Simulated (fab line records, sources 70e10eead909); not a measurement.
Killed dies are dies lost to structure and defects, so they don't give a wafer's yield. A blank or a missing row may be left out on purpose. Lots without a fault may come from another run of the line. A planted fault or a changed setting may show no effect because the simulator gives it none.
Chamber matching | flow nand_harc | NHARC_A_STAIRCASE_CMP_472 on cmp-02: 4 sister chambers
The step polishes SiO2. 4 wafers are shown with their chamber, then 12 later ones without.

WAFERS WITH THEIR CHAMBER
wafer  | chamber | motor_current_A (A)
L085.6 | 1       | 12.7
L088.5 | 3       | 10.6
L092.3 | 0       | 12.2
L092.5 | 2       | 12.6

WAFERS WITHOUT THEIR CHAMBER
wafer  | motor_current_A (A)
L093.3 | 12.3
L093.5 | 12.2
L093.6 | 12.5
L094.1 | 10.3
L094.4 | 11.2
L094.5 | 12.0
L095.1 | 12.0
L095.4 | 12.7
L095.5 | 11.9
L097.1 | 9.9
L097.3 | 13.2
L097.4 | 12.7

WHICH CHAMBER EACH WENT THROUGH
wafer  | from the rows above          | in truth
L093.3 | can't be placed: 0 or 2 or 1 | 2
L093.5 | can't be placed: 0 or 2 or 1 | 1
L093.6 | can't be placed: 2 or 1 or 0 | 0
L094.1 | 3                            | 3
L094.4 | can't be placed: 3 or 0      | 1
L094.5 | can't be placed: 0 or 2 or 1 | 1
L095.1 | can't be placed: 0 or 2 or 1 | 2
L095.4 | can't be placed: 1 or 2 or 0 | 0
L095.5 | can't be placed: 0 or 2 or 1 | 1
L097.1 | 3                            | 3
L097.3 | can't be placed: 1 or 2 or 0 | 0
L097.4 | can't be placed: 1 or 2 or 0 | 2
Placed correctly: 2 of 12. Can't be placed from these rows: 10 (the true chamber is among the candidates in 9). Placed wrongly: 0.
How it was worked out, from the rows above alone: a wafer's distance from a chamber is the root of the sum, over the readings, of the square of ((its reading less the chamber's mean) divided by the reading's scatter). The wafer belongs to the nearest chamber; if the next one is less than 2 further off, it can't be placed. A chamber's mean is the mean of its shown wafers. The scatter: with one shown wafer a chamber, the root of the mean of the squares of how far each hidden wafer lies from its nearest shown one.
